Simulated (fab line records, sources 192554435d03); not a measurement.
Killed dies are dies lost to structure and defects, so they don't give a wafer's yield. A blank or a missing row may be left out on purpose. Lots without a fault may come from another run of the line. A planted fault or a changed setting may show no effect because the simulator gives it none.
Which tool did it? | flow n5_finfet | 10 lots, 28 wafers sampled, at 3 steps of a route of 1938

WHAT THE GAUGES READ, wafer by wafer
N5_MOL_CONTACT_COAG_INSPECT_97: inspects for defects (darkfield).
lot  | measured     | on                | raw_defect_count
L173 | day 6 10:22  | defect_inspect-01 | 45 33 30
L174 | day 6 13:25  | defect_inspect-02 | 46 33 24
L176 | day 7 02:14  | defect_inspect-02 | 51 67 43
L177 | day 7 10:11  | defect_inspect-02 | 50 67 41
L179 | day 8 01:06  | defect_inspect-02 | 43 35 29
L181 | day 8 11:06  | defect_inspect-02 | 53 31
L183 | day 8 21:39  | defect_inspect-02 | 31 24 40
L184 | day 9 05:28  | defect_inspect-01 | 760 744 759
L186 | day 9 17:02  | defect_inspect-02 | 778 698 764
L192 | day 11 05:56 | defect_inspect-02 | 20 35

WHICH TOOL RAN EACH LOT (tool, then ch and the chambers of the sampled wafers, then the start)
lot  | N5_MOL_CONTACT_COAG_STRIP_49         | N5_MOL_CONTACT_COAG_CMP_52
L173 | plasma_asher-02 ch 1, day 6 06:25    | cmp-03 ch 0,1, day 6 07:01
L174 | plasma_asher-01 ch 0,1, day 6 09:17  | cmp-02 ch 0,1,3, day 6 09:59
L176 | plasma_asher-02 ch 0,1, day 6 22:16  | cmp-03 ch 1,2, day 6 22:55
L177 | plasma_asher-02 ch 0,1, day 7 06:13  | cmp-03 ch 0,3, day 7 06:50
L179 | plasma_asher-02 ch 0,1, day 7 21:08  | cmp-03 ch 0,1,3, day 7 21:47
L181 | plasma_asher-02 ch 0, day 8 07:06    | cmp-02 ch 1,3, day 8 07:49
L183 | plasma_asher-01 ch 0,1, day 8 17:14  | cmp-02 ch 1,2,3, day 8 17:52
L184 | plasma_asher-01 ch 0,1, day 9 01:28  | cmp-02 ch 1,2, day 9 02:06
L186 | plasma_asher-01 ch 0,1, day 9 13:06  | cmp-02 ch 1,2,3, day 9 13:44
L192 | plasma_asher-01 ch 0,1, day 11 01:58 | cmp-03 ch 1,3, day 11 02:34
- N5_MOL_CONTACT_COAG_STRIP_49: strips in N2/H2, time 30 s.
- N5_MOL_CONTACT_COAG_CMP_52: polishes, stops on SiO2, t overpolish 1.5 s, target thk 66.5 nm.

THE ANSWER, worked out from the rows above alone
Rule: what is usual is taken from the lots themselves. Put in order of their means at a reading, lots are off if they are a third of the lots or fewer, leave a main group of 4 or more, and stand apart from it by a gap of 3 or more times the standard deviation of the main group's means; of several such gaps the widest counts. A main group whose means are all the same, to the digits that the tables above print for the reading, isn't used. A lot without any number at a reading at which 4 lots or more have one is off too. The other lots that the step has rows for count as sound.
Off: L184, L186, at N5_MOL_CONTACT_COAG_INSPECT_97 (raw_defect_count). The main group: mean 39, standard deviation 8.9.
A tool fits if, at a process step before that reading, it ran every lot that is off, and no sound lot after the first of them. The gauges at N5_MOL_CONTACT_COAG_INSPECT_97 are tried like those tools. One fits: cmp-02 at N5_MOL_CONTACT_COAG_CMP_52. Its last sound lot is L183 (day 8 17:52), its first lot that is off L184 (day 9 02:06): a fault that began between those two fits.

WHAT THE SIMULATOR HAD PUT IN
Chamber particle source: cmp-02, from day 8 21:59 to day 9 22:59, at N5_MOL_CONTACT_COAG_CMP_52. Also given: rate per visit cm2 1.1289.
Lots struck among those shown: L184, L186. The rule above found the same.
